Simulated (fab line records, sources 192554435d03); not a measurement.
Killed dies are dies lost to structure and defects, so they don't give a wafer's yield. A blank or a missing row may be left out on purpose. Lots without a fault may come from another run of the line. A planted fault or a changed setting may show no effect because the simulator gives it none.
Which tool did it? | flow n5_finfet | 14 lots, 41 wafers sampled, at 2 steps of a route of 1938

WHAT THE GAUGES READ, wafer by wafer
N5_BEOL_M3_OVL_MEAS_29. Usual: V2_OVL -0.3 nm, standard deviation 0.59.
lot  | measured     | on         | V2_OVL (nm)    | flag
L844 | day 6 19:54  | overlay-02 | -0.9 -0.8 -0.8 |
L845 | day 7 07:32  | overlay-01 | 0.0 0.0 0.1    |
L846 | day 8 08:52  | overlay-02 | -0.2 0.9 0.6   |
L850 | day 9 08:22  | overlay-01 | 0.1 -0.4       |
L851 | day 9 08:31  | overlay-01 | -0.5 -0.9 -0.6 |
L855 | day 9 22:37  | overlay-01 | -0.8 -0.3 -0.9 |
L854 | day 10 00:36 | overlay-02 | -0.6 -0.4 -0.6 |
L857 | day 10 04:41 | overlay-02 | - - -          | OFF
L856 | day 10 06:09 | overlay-02 | - - -          | OFF
L858 | day 11 02:29 | overlay-01 | 0.3 -0.4 0.1   |
L862 | day 12 07:55 | overlay-02 | -0.9 -0.9 -0.7 |
L864 | day 12 13:37 | overlay-01 | -0.7 -1.3 0.1  |
L865 | day 12 17:11 | overlay-01 | -0.4 0.8 -0.3  |
L866 | day 12 21:44 | overlay-02 | 0.1 0.1 -0.2   |

WHICH TOOL RAN EACH LOT (tool, then ch and the chambers of the sampled wafers, then the start)
lot  | N5_BEOL_M3_EXPOSE_25
L844 | euv_scanner-01 ch 0, day 6 19:44
L845 | euv_scanner-01 ch 0, day 7 07:22
L846 | euv_scanner-02 ch 0, day 8 08:41
L850 | euv_scanner-02 ch 0, day 9 08:11
L851 | euv_scanner-02 ch 0, day 9 08:20
L855 | euv_scanner-02 ch 0, day 9 22:26
L854 | euv_scanner-02 ch 0, day 10 00:26
L857 | euv_scanner-02, day 10 04:31
L856 | euv_scanner-01, day 10 05:59
L858 | euv_scanner-02 ch 0, day 11 02:19
L862 | euv_scanner-02 ch 0, day 12 07:44
L864 | euv_scanner-02 ch 0, day 12 13:26
L865 | euv_scanner-02 ch 0, day 12 17:01
L866 | euv_scanner-02 ch 0, day 12 21:33
- N5_BEOL_M3_EXPOSE_25: exposes mask V2, defocus 5 nm.

WHAT THE TOOLS THEMSELVES READ (means of the sampled wafers that have a number; where no wafer has one, the mark that the record gives instead)
N5_BEOL_M3_EXPOSE_25. Usual: exposure_dose_mJ_cm2 63.4, standard deviation 0.43.
lot  | tool           | exposure_dose_mJ_cm2 | flag
L844 | euv_scanner-01 | 62.8                 |
L845 | euv_scanner-01 | 62.8                 |
L846 | euv_scanner-02 | 63.7                 |
L850 | euv_scanner-02 | 63.7                 |
L851 | euv_scanner-02 | 63.7                 |
L855 | euv_scanner-02 | 63.7                 |
L854 | euv_scanner-02 | 63.7                 |
L857 | euv_scanner-02 | -                    | OFF
L856 | euv_scanner-01 | -                    | OFF
L858 | euv_scanner-02 | 63.6                 |
L862 | euv_scanner-02 | 63.6                 |
L864 | euv_scanner-02 | 63.7                 |
L865 | euv_scanner-02 | 63.7                 |
L866 | euv_scanner-02 | 63.7                 |

THE ANSWER, worked out from the rows above alone
Rule: a lot is off if the mean of its wafers that have a number lies more than 3 standard deviations from the usual mean. A lot without any number at a reading at which 4 lots or more have one is off too. The other lots that the step has rows for count as sound. The gauges are gone through in route order, then the tools' own readings, and for those a lot's mean is taken as printed above. The first step at which some lot is off is used, and at that step the reading that is off furthest; a lot without a number counts as furthest.
Off: L857, L856, at N5_BEOL_M3_OVL_MEAS_29 (V2_OVL). Without a number there: L857, L856.
A tool fits if, at a process step before that reading, it ran every lot that is off, and no sound lot after the first of them. The gauges at N5_BEOL_M3_OVL_MEAS_29 aren't tried: what is off there is off at N5_BEOL_M3_EXPOSE_25 too, on other tools, and a gauge's error can't cause that. None of those tried fits.

WHAT THE SIMULATOR HAD PUT IN
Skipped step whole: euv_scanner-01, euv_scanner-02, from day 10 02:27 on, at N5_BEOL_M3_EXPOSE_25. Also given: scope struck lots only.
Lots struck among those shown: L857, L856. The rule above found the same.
